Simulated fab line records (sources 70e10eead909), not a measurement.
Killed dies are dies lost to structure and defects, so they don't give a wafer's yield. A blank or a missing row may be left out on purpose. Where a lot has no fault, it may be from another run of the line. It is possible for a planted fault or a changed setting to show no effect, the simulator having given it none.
fab line records	flow nand_harc
record lots=24	wafers=72	last_day=29
route steps=1159 shown A_STAIRCASE@691 A_SGD_CUT@760 A_SLIT@791
lots with no fault: from the same line, run without faults
start_h: start of the lot's first displayed wafer, in hours after the record's first day	wait_h: time in hours since the lot's previous step	" the same as in the row above	L1.1+2: one row covering several wafers at once	- value missing, or start not given	* or withheld: withheld	< > ~ a bound
route shown NAME@n: a module of which the file shows steps, and the number in the route of the first	usual: mean/standard deviation taken from wafers without a fault	same: alike in all rows	chamber/n: place in a boat	sites: each site's reading	_std_site: standard deviation of those values	_edge_site: mean of outer sites minus mean of inner sites	radius_mm: how far each site lies from the wafer's centre	mask NAME#n: copy n	behind: tool/chamber where the wafer was last shaped	hold: what put the lot on hold/how long, in hours/how the hold closed	device: the transistor (n, p or np) that didn't switch	end of line: tests run on the same wafers once the route is complete	where a step has no rows: the recipe by itself	killed: at the first sort, the dies lost to defects and structure; wafer yield is something else	map: the dies of a wafer, with x for killed, . for not killed, _ for no die there
set.NAME: setting as actually run; set.NAME@STEP: the setting as run at that earlier step	model.NAME: the simulator's own value behind a step, which no gauge read
steps of the route over a sample of lots; a table a step, a row a wafer
services: a tool's chamber out of use, with start hour (start_h, from the record's first day; less than 0 if before it), hours out, and reason
## steps
# step NHARC_A_STAIRCASE_ETCH_453
# recipe target_depth_a=300	overetch_a=30	time_s=16.5	ion_energy_ev=100	cf4_flow_sccm=80	o2_flow_sccm=20	ar_flow_sccm=0	rf_w=300	bias_w=100	chemistry=CF4/O2
# usual drypump_motor_current_A=5.8/0.44	oes_product_au=0.999/0.011	rf_vpp_V=198.2/1.4	showerhead_plenum_p_Torr=1.35/0.057	throttle_valve_pct=13.398/0.0095
# same time_s=16.5
lot.wafer	tool	chamber	start_h	wait_h	drypump_motor_current_A	oes_product_au	rf_hours_counter_h	rf_vpp_V	showerhead_plenum_p_Torr	throttle_valve_pct
L078.3	rie_diel-04	0	-	-	6.4	0.993	14	198.5	1.29	13.402
L078.1	"	2	"	"	6.5	1.000	10	198.7	1.35	13.399
L078.6	"	0	"	"	6.4	0.999	-	197.6	1.29	13.411
L077.4	rie_diel-11	2	-	-	5.8	0.975	34	196.3	1.25	13.417
L077.1	"	0	"	"	6.0	0.997	38	200.8	1.44	13.407
L077.6	"	1	"	"	5.8	1.002	-	199.4	1.38	13.394
L074.1	rie_diel-04	0	-	-	6.4	1.001	17	197.0	1.28	13.417
L074.5	"	1	"	"	5.4	0.994	-	198.0	1.36	13.401
L074.6	"	2	"	"	6.4	1.001	-	198.2	1.35	13.405
L076.1	rie_diel-11	0	-	-	6.1	1.001	46	200.5	1.44	13.413
L076.2	"	2	"	"	5.8	0.993	41	195.8	1.25	13.409
L076.6	"	0	"	"	6.1	1.007	-	199.4	1.44	13.385
L075.2	rie_diel-11	3	-	-	5.3	0.985	46	197.1	1.36	13.398
L075.1	"	0	"	"	6.0	1.000	47	200.8	1.43	13.402
L075.5	"	0	"	"	6.0	1.002	-	199.9	1.43	13.383
L080.4	rie_diel-05	2	-	-	6.4	1.003	53	197.9	1.39	13.392
L080.6	"	0	"	"	5.3	1.003	-	197.7	1.34	13.399
L080.5	"	1	"	"	6.1	1.024	-	197.8	1.31	13.397
L079.4	rie_diel-11	2	341.61	0.4	5.9	0.984	47	196.9	1.25	13.414
L079.6	"	3	"	"	5.3	0.996	-	199.2	1.36	13.399
L079.5	"	0	"	"	6.0	1.007	-	201.0	1.43	13.409
L082.2	rie_diel-11	3	-	-	5.3	0.997	52	198.9	1.36	13.397
L082.1	"	0	"	"	6.1	1.001	54	200.0	1.43	13.382
L082.5	"	2	"	"	5.9	0.983	-	195.2	1.25	13.401
L084.2	rie_diel-11	2	-	-	5.8	0.970	49	195.3	1.25	13.395
L084.4	"	0	"	"	6.1	1.002	55	199.1	1.43	13.389
L084.5	"	3	"	"	5.3	0.993	-	197.8	1.36	13.388
L081.3	rie_diel-11	1	-	-	5.8	1.012	44	198.6	1.38	13.396
L081.2	"	2	"	"	5.9	0.982	51	196.1	1.25	13.408
L081.6	"	3	"	"	5.3	0.992	-	198.0	1.36	13.412
L083.2	rie_diel-04	0	-	-	6.4	1.006	33	196.1	1.28	13.383
L083.3	"	1	"	"	5.4	1.002	32	198.1	1.35	13.396
L083.5	"	1	"	"	5.4	1.010	-	197.6	1.35	13.396
L087.2	rie_diel-11	2	-	-	5.8	0.981	53	195.6	1.25	13.390
L087.1	"	3	"	"	5.3	0.999	57	199.4	1.36	13.404
L087.6	"	1	"	"	5.8	1.007	-	199.5	1.38	13.384
L085.1	rie_diel-05	2	-	-	6.4	1.005	0	199.2	1.39	13.401
L085.2	"	0	"	"	5.2	1.000	0	197.4	1.34	13.397
L085.6	"	1	"	"	6.1	1.003	-	198.8	1.31	13.391
L088.2	rie_diel-04	3	-	-	5.1	1.008	40	200.0	1.43	13.411
L088.1	"	1	"	"	5.4	1.016	39	197.9	1.35	13.383
L088.4	"	2	"	"	6.4	1.022	34	198.3	1.35	13.393
L089.4	rie_diel-05	0	-	-	5.3	0.996	8	198.2	1.34	13.399
L089.2	"	2	"	"	6.4	0.995	5	198.4	1.38	13.402
L089.5	"	3	"	"	5.5	0.995	-	197.9	1.28	13.403
L086.1	rie_diel-04	0	-	-	6.4	1.008	43	198.6	1.28	13.392
L086.3	"	3	"	"	5.1	1.002	42	200.1	1.43	13.394
L086.5	"	1	"	"	5.4	0.999	-	196.5	1.35	13.384
L090.2	rie_diel-04	2	-	-	6.4	1.021	36	197.8	1.35	13.408
L090.1	"	3	"	"	5.1	1.012	42	200.4	1.43	13.389
L090.6	"	0	"	"	6.5	1.016	-	197.8	1.28	13.365
L092.2	rie_diel-05	2	-	-	6.4	1.007	8	198.5	1.38	13.402
L092.1	"	0	"	"	5.2	1.003	13	198.0	1.34	13.393
L092.6	"	2	"	"	6.5	1.006	-	199.5	1.38	13.382
L091.4	rie_diel-05	0	-	-	5.2	0.991	13	198.3	1.34	13.400
L091.6	"	0	"	"	5.2	0.999	-	199.5	1.34	13.391
L091.5	"	1	"	"	6.0	0.996	-	197.9	1.30	13.405
L093.1	rie_diel-05	1	-	-	6.1	0.996	11	198.1	1.31	13.398
L093.2	"	2	"	"	6.4	0.989	9	198.8	1.38	13.398
L093.6	"	2	"	"	6.4	1.005	-	199.2	1.38	13.393
L094.1	rie_diel-11	0	-	-	6.0	0.989	0	200.6	1.43	13.383
L094.3	"	1	"	"	5.8	0.979	0	199.9	1.37	13.388
L094.6	"	0	"	"	6.0	0.990	-	199.7	1.43	13.411
L095.4	rie_diel-11	1	-	-	5.8	0.982	0	197.4	1.37	13.391
L095.2	"	2	"	"	5.9	0.993	0	196.8	1.24	13.403
L095.5	"	3	"	"	5.3	0.993	-	197.5	1.35	13.388
L096.1	rie_diel-04	3	-	-	5.1	1.011	58	199.2	1.42	13.390
L096.5	"	3	"	"	5.1	1.008	-	199.6	1.42	13.408
L096.4	"	2	"	"	6.4	1.005	-	197.0	1.35	13.404
L097.1	rie_diel-11	1	-	-	5.8	0.997	9	198.7	1.37	13.402
L097.2	"	3	"	"	5.3	0.990	8	197.7	1.35	13.384
L097.6	"	0	"	"	6.1	0.997	-	199.3	1.43	13.403
# step NHARC_A_STAIRCASE_STRIP_446
# recipe power_w=1500	temp_c=250	chemistry=O2
# usual drypump_motor_current_A=5.59/0.28	heater_power_w=315/34
lot.wafer	tool	chamber	start_h	wait_h	drypump_motor_current_A	heater_power_w	rf_hours_counter_h
L074.1	plasma_asher-01	0	366.15	0.4	5.27	327	37
L074.5	"	0	"	"	5.29	332	-
L074.6	"	1	"	"	5.62	278	-
L077.1	plasma_asher-01	1	367.81	0.6	5.63	276	39
L077.4	"	1	"	"	5.61	272	-
L077.6	"	0	"	"	5.30	323	-
L078.1	plasma_asher-01	1	368.46	0.0	5.64	271	39
L078.3	"	1	"	"	5.63	279	-
L078.6	"	0	"	"	5.29	331	-
L076.1	plasma_asher-01	0	374.55	0.0	5.27	323	40
L076.2	"	1	"	"	5.62	268	40
L076.6	"	0	"	"	5.30	331	-
L075.2	plasma_asher-01	0	376.54	0.0	5.30	318	41
L075.1	"	1	"	"	5.63	280	41
L075.5	"	0	"	"	5.29	326	-
L080.4	plasma_asher-02	0	383.63	0.2	5.79	382	-
L080.6	"	1	"	"	6.16	321	-
L080.5	"	0	"	"	5.79	385	-
L084.2	plasma_asher-01	1	390.43	0.3	5.63	275	46
L084.4	"	0	"	"	5.27	333	-
L084.5	"	0	"	"	5.30	330	-
L079.4	plasma_asher-01	1	390.80	0.4	5.62	278	-
L079.6	"	0	"	"	5.29	329	-
L079.5	"	1	"	"	5.62	275	-
L082.2	plasma_asher-02	1	390.82	0.4	6.19	319	7
L082.1	"	0	"	"	5.78	398	7
L082.5	"	1	"	"	6.16	316	-
L083.2	plasma_asher-01	1	392.00	0.1	5.64	280	47
L083.3	"	1	"	"	5.62	284	-
L083.5	"	0	"	"	5.30	333	-
L081.2	plasma_asher-02	0	392.01	0.1	5.77	377	7
L081.3	"	1	"	"	6.18	321	-
L081.6	"	1	"	"	6.15	315	-
L087.2	plasma_asher-02	1	395.04	0.0	6.16	313	8
L087.1	"	0	"	"	5.77	380	8
L087.6	"	0	"	"	5.79	375	-
L085.1	plasma_asher-01	0	395.13	0.0	5.28	324	49
L085.2	"	1	"	"	5.61	275	49
L085.6	"	1	"	"	5.64	274	-
L088.1	plasma_asher-01	0	408.62	0.0	5.30	327	51
L088.2	"	1	"	"	5.63	277	51
L088.4	"	1	"	"	5.62	269	-
L089.2	plasma_asher-02	0	408.88	0.1	5.77	385	11
L089.4	"	1	"	"	6.15	314	-
L089.5	"	0	"	"	5.77	381	-
L092.1	plasma_asher-01	0	415.54	0.0	5.28	329	53
L092.2	"	1	"	"	5.61	278	53
L092.6	"	1	"	"	5.63	281	-
L095.2	plasma_asher-01	0	415.82	0.1	5.29	327	53
L095.4	"	1	"	"	5.63	280	-
L095.5	"	1	"	"	5.64	274	-
L093.1	plasma_asher-01	0	416.12	0.0	5.29	330	53
L093.2	"	1	"	"	5.64	275	53
L093.6	"	1	"	"	5.64	282	-
L094.1	plasma_asher-01	0	416.98	0.0	5.30	326	54
L094.3	"	1	"	"	5.62	275	-
L094.6	"	0	"	"	5.29	327	-
L091.4	plasma_asher-01	0	418.18	0.2	5.33	327	-
L091.5	"	1	"	"	5.60	280	-
L091.6	"	0	"	"	5.31	332	-
L090.2	plasma_asher-01	0	418.45	0.0	5.29	341	54
L090.1	"	1	"	"	5.63	280	54
L090.6	"	1	"	"	5.62	272	-
L086.1	plasma_asher-01	0	419.97	0.1	5.30	334	55
L086.3	"	1	"	"	5.61	283	-
L086.5	"	0	"	"	5.31	334	-
L097.2	plasma_asher-02	0	442.95	0.0	5.77	377	17
L097.1	"	1	"	"	6.17	320	17
L097.6	"	0	"	"	5.76	380	-
L096.1	plasma_asher-01	0	443.33	0.1	5.28	322	65
L096.4	"	0	"	"	5.27	329	-
L096.5	"	1	"	"	5.64	280	-
# step NHARC_A_SGD_CUT_INSPECT_11
# usual raw_defect_count=18/9.3
lot.wafer	tool	chamber	start_h	wait_h	raw_defect_count
L074.1	defect_inspect-01	-	370.87	0.0	8
L074.5	"	-	"	"	9
L074.6	"	-	"	"	10
L077.1	defect_inspect-02	-	371.88	0.0	16
L077.4	"	-	"	"	20
L077.6	"	-	"	"	21
L078.1	defect_inspect-02	-	372.33	0.0	6
L078.3	"	-	"	"	5
L078.6	"	-	"	"	13
L076.1	defect_inspect-01	-	377.98	0.0	3
L076.2	"	-	"	"	6
L076.6	"	-	"	"	8
L075.1	defect_inspect-02	-	380.30	0.0	25
L075.2	"	-	"	"	15
L075.5	"	-	"	"	25
L080.4	defect_inspect-01	-	387.02	0.0	17
L080.5	"	-	"	"	21
L080.6	"	-	"	"	20
L084.2	defect_inspect-01	-	393.99	0.0	15
L084.4	"	-	"	"	10
L084.5	"	-	"	"	10
L079.4	defect_inspect-02	-	394.32	0.0	8
L079.5	"	-	"	"	13
L079.6	"	-	"	"	11
L082.1	defect_inspect-02	-	394.66	0.0	13
L082.2	"	-	"	"	16
L082.5	"	-	"	"	8
L083.2	defect_inspect-02	-	396.11	0.0	21
L083.3	"	-	"	"	32
L083.5	"	-	"	"	29
L081.2	defect_inspect-02	-	396.28	0.1	20
L081.3	"	-	"	"	19
L081.6	"	-	"	"	24
L087.1	defect_inspect-01	-	398.67	0.0	29
L087.2	"	-	"	"	28
L087.6	"	-	"	"	26
L085.1	defect_inspect-02	-	398.82	0.0	10
L085.2	"	-	"	"	15
L085.6	"	-	"	"	13
L088.1	defect_inspect-01	-	412.13	0.0	9
L088.2	"	-	"	"	13
L088.4	"	-	"	"	12
L089.2	defect_inspect-01	-	412.43	0.0	39
L089.4	"	-	"	"	42
L089.5	"	-	"	"	19
L095.2	defect_inspect-01	-	419.65	0.0	26
L095.4	"	-	"	"	38
L095.5	"	-	"	"	29
L092.1	defect_inspect-02	-	420.01	0.0	9
L092.2	"	-	"	"	16
L092.6	"	-	"	"	10
L093.1	defect_inspect-02	-	420.49	0.0	47
L093.2	"	-	"	"	30
L093.6	"	-	"	"	45
L094.1	defect_inspect-01	-	421.46	0.0	27
L094.3	"	-	"	"	17
L094.6	"	-	"	"	20
L091.4	defect_inspect-01	-	421.63	0.0	22
L091.5	"	-	"	"	10
L091.6	"	-	"	"	14
L090.1	defect_inspect-01	-	422.63	0.0	22
L090.2	"	-	"	"	25
L090.6	"	-	"	"	27
L086.1	defect_inspect-01	-	423.45	0.0	21
L086.3	"	-	"	"	24
L086.5	"	-	"	"	29
L097.1	defect_inspect-02	-	446.46	0.0	13
L097.2	"	-	"	"	14
L097.6	"	-	"	"	13
L096.1	defect_inspect-02	-	446.78	0.0	15
L096.4	"	-	"	"	11
L096.5	"	-	"	"	10
# step NHARC_A_SGD_CUT_CMP_21
# recipe target_thk_nm=148.19
# usual motor_current_A=12.2/0.96	retaining_ring_pressure_frac=1.000/0.005	time_to_endpoint_s=50.6/2.7
lot.wafer	tool	chamber	start_h	wait_h	motor_current_A	retaining_ring_pressure_frac	time_to_endpoint_s
L074.1	cmp-04	0	376.78	0.5	11.2	1.010	51.7
L074.5	"	0	"	"	11.7	0.994	49.1
L074.6	"	1	"	"	11.0	1.005	50.3
L077.1	cmp-04	0	377.09	0.8	11.6	1.009	52.5
L077.4	"	1	"	"	11.4	1.003	55.2
L077.6	"	1	"	"	12.1	1.006	52.9
L078.1	cmp-04	0	377.27	1.0	11.4	1.011	52.9
L078.3	"	1	"	"	11.3	1.001	49.9
L078.6	"	0	"	"	11.5	1.008	50.8
L076.2	cmp-04	1	383.77	0.4	11.6	0.997	49.5
L076.1	"	2	"	"	13.4	1.000	49.8
L076.6	"	1	"	"	11.6	0.998	52.6
L075.1	cmp-02	1	383.77	0.4	11.7	0.999	50.1
L075.2	"	3	"	"	11.0	1.009	52.1
L075.5	"	0	"	"	13.5	0.991	45.4
L080.4	cmp-02	3	392.95	0.4	10.9	1.011	50.9
L080.6	"	1	"	"	11.0	0.994	49.0
L080.5	"	2	"	"	13.1	0.994	50.8
L084.4	cmp-02	2	399.73	0.4	13.2	1.000	52.3
L084.2	"	0	"	"	14.2	1.002	43.9
L084.5	"	1	"	"	10.8	0.998	52.7
L082.1	cmp-01	2	399.73	0.4	11.2	0.994	47.6
L082.2	"	0	"	"	12.9	1.006	49.8
L082.5	"	1	"	"	12.7	1.001	47.1
L079.4	cmp-02	3	399.86	0.5	11.1	0.999	48.9
L079.6	"	3	"	"	11.0	1.002	48.3
L079.5	"	0	"	"	13.2	1.006	46.4
L081.3	cmp-01	2	399.91	0.6	11.0	1.005	53.5
L081.2	"	3	"	"	13.8	0.996	48.9
L081.6	"	1	"	"	13.5	0.995	50.0
L083.3	cmp-02	2	400.03	0.7	13.3	1.001	49.4
L083.2	"	3	"	"	11.0	0.997	50.7
L083.5	"	1	"	"	11.0	0.988	51.8
L087.2	cmp-01	0	404.20	0.4	12.2	0.999	48.8
L087.1	"	3	"	"	14.4	1.002	50.8
L087.6	"	1	"	"	12.1	1.000	49.1
L085.1	cmp-04	3	404.22	0.4	12.2	0.997	51.6
L085.2	"	1	"	"	11.1	1.001	54.3
L085.6	"	3	"	"	12.1	0.999	51.6
L088.1	cmp-04	1	422.24	0.4	11.4	0.993	57.7
L088.4	"	2	"	"	13.8	1.006	54.8
L088.2	"	3	"	"	12.4	1.004	51.4
L089.4	cmp-01	1	422.26	0.4	13.2	0.999	52.7
L089.2	"	2	"	"	10.8	0.989	54.4
L089.5	"	1	"	"	13.0	1.007	52.6
L095.4	cmp-04	0	425.39	0.4	11.6	1.000	52.1
L095.2	"	2	"	"	12.8	1.000	54.2
L095.5	"	1	"	"	11.6	0.999	55.7
L093.1	cmp-01	0	425.39	0.4	12.4	0.996	49.1
L093.2	"	2	"	"	10.8	1.006	53.8
L093.6	"	0	"	"	12.4	0.991	51.2
L091.4	cmp-04	0	425.54	0.5	11.9	1.012	49.3
L091.5	"	0	"	"	11.7	1.009	52.9
L091.6	"	1	"	"	11.9	1.000	53.7
L092.2	cmp-01	0	425.56	0.5	12.2	1.001	53.8
L092.1	"	2	"	"	11.4	0.998	53.0
L092.6	"	3	"	"	13.2	0.989	50.7
L094.3	cmp-01	1	425.72	0.7	12.6	0.997	51.3
L094.1	"	3	"	"	13.2	1.002	48.5
L094.6	"	1	"	"	12.3	1.005	51.0
L090.2	cmp-02	2	430.38	0.4	13.6	1.001	47.4
L090.1	"	1	"	"	11.4	1.007	48.1
L090.6	"	3	"	"	10.6	1.000	44.7
L086.3	cmp-01	1	430.43	0.4	12.5	0.995	52.1
L086.1	"	2	"	"	10.2	1.002	51.7
L086.5	"	0	"	"	12.4	0.998	51.6
L097.1	cmp-01	0	452.99	0.4	12.1	0.998	47.8
L097.2	"	1	"	"	12.9	1.001	46.2
L097.6	"	1	"	"	13.4	1.006	48.3
L096.1	cmp-01	1	453.19	0.6	13.0	1.003	52.3
L096.4	"	2	"	"	11.4	1.000	53.0
L096.5	"	0	"	"	12.7	1.000	51.0
# step NHARC_A_SGD_CUT_ETCHBACK_24
# recipe target_depth_a=500	over_etch_frac=0.3	time_s=92.857	ion_energy_ev=120	ch3f_flow_sccm=50	o2_flow_sccm=30	ar_flow_sccm=200	rf_w=500	bias_w=100	chemistry=CH3F/O2
# usual drypump_motor_current_A=5.8/0.34	oes_product_au=0.97/0.036	rf_vpp_V=244.5/1.6	showerhead_plenum_p_Torr=2.48/0.095	throttle_valve_pct=20.662/0.0087
# same over_etch_frac=0.3	time_s=92.857
lot.wafer	tool	chamber	start_h	wait_h	drypump_motor_current_A	oes_product_au	rf_hours_counter_h	rf_vpp_V	showerhead_plenum_p_Torr	throttle_valve_pct
L074.1	rie_diel-01	3	377.29	0.2	5.7	0.93	4.5	243.8	2.44	20.657
L074.5	"	1	"	"	6.4	0.93	-	244.0	2.36	20.654
L074.6	"	2	"	"	6.0	0.93	-	245.9	2.60	20.680
L077.1	rie_diel-12	2	377.57	0.2	5.3	0.98	15.5	243.6	2.37	20.675
L077.4	"	3	"	"	5.9	1.01	-	247.0	2.63	20.669
L077.6	"	0	"	"	5.4	1.00	-	242.6	2.39	20.656
L078.3	rie_diel-01	2	377.72	0.2	6.0	1.02	4.3	246.1	2.60	20.664
L078.1	"	0	"	"	6.0	1.00	4.6	246.2	2.50	20.671
L078.6	"	2	"	"	6.0	1.02	-	246.4	2.60	20.651
L075.1	rie_diel-01	3	384.24	0.2	5.7	0.99	4.8	243.6	2.44	20.659
L075.2	"	0	"	"	6.0	1.01	4.8	244.4	2.50	20.663
L075.5	"	3	"	"	5.7	1.00	-	241.8	2.44	20.671
L076.1	rie_diel-08	3	384.33	0.3	5.9	0.92	5.7	243.1	2.41	20.657
L076.2	"	0	"	"	5.5	0.92	5.9	245.6	2.50	20.661
L076.6	"	2	"	"	5.9	0.92	-	243.1	2.38	20.659
L080.4	rie_diel-08	1	393.42	0.2	5.4	0.98	6.3	246.0	2.59	20.644
L080.6	"	2	"	"	5.9	0.97	-	243.6	2.38	20.659
L080.5	"	3	"	"	5.8	0.97	-	244.4	2.41	20.658
L084.2	rie_diel-01	3	400.19	0.1	5.7	0.93	6.4	244.2	2.44	20.656
L084.4	"	2	"	"	6.0	0.93	6.4	247.9	2.60	20.655
L084.5	"	3	"	"	5.7	0.93	-	244.8	2.44	20.661
L082.2	rie_diel-08	3	400.19	0.1	5.8	0.93	6.7	242.2	2.41	20.660
L082.1	"	2	"	"	5.9	0.94	6.8	243.6	2.38	20.661
L082.5	"	3	"	"	5.9	0.93	-	244.7	2.41	20.669
L081.3	rie_diel-01	1	400.35	0.2	6.5	0.99	6.5	242.7	2.36	20.645
L081.2	"	0	"	"	6.0	0.98	6.5	245.0	2.50	20.648
L081.6	"	1	"	"	6.4	0.98	-	240.4	2.36	20.660
L079.4	rie_diel-12	2	400.35	0.2	5.2	0.93	1.6	242.2	2.37	20.671
L079.6	"	1	"	"	6.3	0.92	-	245.4	2.52	20.668
L079.5	"	2	"	"	5.3	0.94	-	242.7	2.37	20.663
L083.2	rie_diel-08	1	400.52	0.2	5.4	0.99	7.1	246.9	2.59	20.649
L083.3	"	2	"	"	5.9	1.00	6.8	242.0	2.38	20.664
L083.5	"	3	"	"	5.9	1.01	-	244.8	2.41	20.675
L085.1	rie_diel-12	0	404.69	0.1	5.4	0.95	1.7	242.6	2.39	20.653
L085.2	"	1	"	"	6.4	0.94	2.0	244.1	2.52	20.675
L085.6	"	0	"	"	5.4	0.95	-	242.7	2.39	20.670
L087.1	rie_diel-01	1	404.71	0.2	6.4	0.99	6.5	242.3	2.36	20.652
L087.2	"	2	"	"	6.0	1.01	6.5	246.8	2.60	20.666
L087.6	"	0	"	"	6.0	0.98	-	245.2	2.50	20.648
L088.1	rie_diel-12	3	422.73	0.2	5.9	0.94	3.1	245.3	2.63	20.667
L088.2	"	1	"	"	6.4	0.93	2.9	245.1	2.51	20.673
L088.4	"	2	"	"	5.3	0.93	2.6	243.0	2.36	20.671
L089.2	rie_diel-01	3	422.73	0.1	5.7	0.92	8.0	243.4	2.44	20.664
L089.4	"	1	"	"	6.4	0.92	8.0	243.1	2.36	20.666
L089.5	"	3	"	"	5.7	0.92	-	243.2	2.44	20.671
L093.2	rie_diel-12	3	425.89	0.2	5.9	1.01	3.1	246.3	2.63	20.660
L093.1	"	1	"	"	6.3	1.01	2.9	244.6	2.51	20.659
L093.6	"	2	"	"	5.3	1.01	-	243.1	2.36	20.654
L095.4	rie_diel-08	0	425.89	0.2	5.5	0.98	7.8	244.9	2.50	20.648
L095.2	"	2	"	"	5.9	1.01	8.1	242.2	2.38	20.663
L095.5	"	0	"	"	5.5	0.98	-	243.8	2.50	20.656
L092.2	rie_diel-01	3	426.03	0.1	5.8	0.93	8.5	243.9	2.44	20.647
L092.1	"	1	"	"	6.4	0.93	8.5	242.9	2.36	20.666
L092.6	"	0	"	"	6.0	0.93	-	245.1	2.50	20.677
L091.4	rie_diel-12	2	426.08	0.2	5.3	1.01	2.7	243.3	2.36	20.655
L091.6	"	3	"	"	5.9	1.01	-	247.1	2.63	20.667
L091.5	"	0	"	"	5.4	1.02	-	243.4	2.39	20.667
L094.3	rie_diel-08	3	426.21	0.2	5.9	1.01	8.1	244.2	2.41	20.656
L094.1	"	0	"	"	5.4	1.00	7.9	244.6	2.50	20.664
L094.6	"	1	"	"	5.3	1.00	-	243.9	2.59	20.670
L086.1	rie_diel-01	1	430.86	0.1	6.4	0.92	8.7	242.7	2.36	20.669
L086.3	"	0	"	"	6.0	0.92	8.8	245.5	2.50	20.665
L086.5	"	2	"	"	6.0	0.93	-	247.2	2.60	20.665
L090.1	rie_diel-12	3	430.86	0.1	5.9	1.01	3.3	246.8	2.63	20.667
L090.2	"	2	"	"	5.3	1.00	2.8	242.1	2.36	20.661
L090.6	"	3	"	"	5.9	1.00	-	247.3	2.63	20.676
L097.1	rie_diel-08	0	453.47	0.1	5.5	1.00	8.8	245.5	2.50	20.668
L097.2	"	3	"	"	5.8	0.99	8.8	243.8	2.41	20.672
L097.6	"	0	"	"	5.5	1.00	-	244.6	2.50	20.652
L096.1	rie_diel-08	3	453.64	0.2	5.9	1.00	8.8	242.8	2.41	20.671
L096.4	"	1	"	"	5.3	1.00	9.3	244.7	2.59	20.674
L096.5	"	3	"	"	5.9	1.00	-	244.2	2.41	20.661
# step NHARC_A_SLIT_OVL_MEAS_10
# usual overlay_x_nm=0.0/0.79	overlay_y_nm=-0.5/0.93
lot.wafer	tool	chamber	start_h	wait_h	overlay_x_nm	overlay_y_nm
L074.1	overlay-02	-	381.61	-	-1.0	0.0
L074.5	"	-	"	"	-0.1	-0.3
L074.6	"	-	"	"	-0.4	0.4
L077.1	overlay-01	-	383.56	-	-0.4	-1.1
L077.4	"	-	"	"	-0.6	-1.1
L077.6	"	-	"	"	-0.7	-1.1
L078.1	overlay-02	-	383.71	-	0.3	0.3
L078.3	"	-	"	"	0.2	-0.7
L078.6	"	-	"	"	0.2	-0.3
L075.1	overlay-01	-	388.23	-	-0.1	0.2
L075.2	"	-	"	"	-0.3	0.0
L075.5	"	-	"	"	0.3	0.1
L076.1	overlay-02	-	388.38	-	0.3	-0.9
L076.2	"	-	"	"	1.3	-0.7
L076.6	"	-	"	"	0.8	-0.7
L080.4	overlay-01	-	399.30	-	-1.0	-2.0
L080.5	"	-	"	"	-0.7	-1.5
L080.6	"	-	"	"	-0.8	-1.6
L082.1	overlay-02	-	403.45	-	-1.1	-0.7
L082.2	"	-	"	"	-0.6	-0.7
L082.5	"	-	"	"	-0.7	-0.3
L084.2	overlay-01	-	403.61	-	0.3	-0.9
L084.4	"	-	"	"	0.8	-0.6
L084.5	"	-	"	"	0.4	-0.5
L079.4	overlay-02	-	405.13	-	2.2	-2.0
L079.5	"	-	"	"	2.5	-1.8
L079.6	"	-	"	"	2.1	-1.8
L081.2	overlay-02	-	405.53	-	-0.9	-1.1
L081.3	"	-	"	"	-0.2	-0.4
L081.6	"	-	"	"	-0.1	-0.3
L083.2	overlay-01	-	407.64	-	0.4	-0.7
L083.3	"	-	"	"	-0.1	-0.4
L083.5	"	-	"	"	0.2	-0.7
L085.1	overlay-02	-	411.32	-	-1.4	0.4
L085.2	"	-	"	"	-2.0	0.7
L085.6	"	-	"	"	-1.5	0.2
L087.1	overlay-02	-	413.33	-	-0.2	-1.1
L087.2	"	-	"	"	-0.2	-1.2
L087.6	"	-	"	"	-0.1	-0.9
L089.2	overlay-02	-	426.16	-	0.0	0.5
L089.4	"	-	"	"	-0.8	-0.2
L089.5	"	-	"	"	-0.9	-0.3
L088.1	overlay-01	-	426.31	-	0.1	-1.7
L088.2	"	-	"	"	0.1	-1.2
L088.4	"	-	"	"	-0.3	-1.1
L093.1	overlay-02	-	431.62	-	0.6	0.3
L093.2	"	-	"	"	0.3	-0.1
L093.6	"	-	"	"	0.6	-0.4
L095.2	overlay-02	-	432.92	-	0.3	1.7
L095.4	"	-	"	"	1.0	1.7
L095.5	"	-	"	"	0.4	2.0
L092.1	overlay-01	-	433.23	-	-0.3	1.7
L092.2	"	-	"	"	0.1	1.5
L092.6	"	-	"	"	-0.2	1.9
L091.4	overlay-02	-	433.56	-	-0.2	-0.7
L091.5	"	-	"	"	0.4	-0.9
L091.6	"	-	"	"	0.1	-0.8
L094.1	overlay-02	-	435.18	-	-0.4	-1.1
L094.3	"	-	"	"	-0.2	-0.9
L094.6	"	-	"	"	-0.1	-1.0
L086.1	overlay-01	-	437.99	-	0.7	-0.9
L086.3	"	-	"	"	1.5	-0.6
L086.5	"	-	"	"	1.1	-1.1
L090.1	overlay-02	-	439.06	-	0.3	0.5
L090.2	"	-	"	"	0.3	0.8
L090.6	"	-	"	"	0.3	0.5
L097.1	overlay-01	-	457.05	-	0.0	-0.1
L097.2	"	-	"	"	0.3	0.0
L097.6	"	-	"	"	0.2	0.3
L096.1	overlay-01	-	459.14	-	-0.2	-2.2
L096.4	"	-	"	"	-0.4	-1.6
L096.5	"	-	"	"	-0.4	-2.2
## services
tool	chamber	start_h	hours	kind
cmp-04	-	301.14	4.0	pm
rie_diel-08	-	301.80	9.0	pm
rie_diel-05	1	303.01	3.9	repair
cmp-01	-	303.90	1.2	repair
rie_diel-11	1	307.64	8.5	repair
cmp-02	-	310.08	4.4	repair
rie_diel-01	1	311.68	6.3	repair
rie_diel-01	-	314.80	9.0	pm
cmp-02	-	324.52	4.0	pm
cmp-04	-	331.91	1.4	repair
cmp-01	-	347.77	0.2	repair
rie_diel-08	2	355.99	5.9	repair
rie_diel-11	-	367.63	9.0	pm
rie_diel-12	1	369.58	8.6	repair
cmp-01	-	374.05	0.5	repair
rie_diel-08	3	374.10	1.8	repair
cmp-01	-	375.50	4.0	pm
rie_diel-12	-	379.44	9.0	pm
rie_diel-12	2	391.90	2.4	repair
cmp-04	-	399.14	4.0	pm
rie_diel-04	3	408.30	13.9	repair
rie_diel-11	0	409.28	3.9	repair
cmp-04	-	431.45	2.3	repair
plasma_asher-01	-	453.22	9.0	pm
## key
fault none
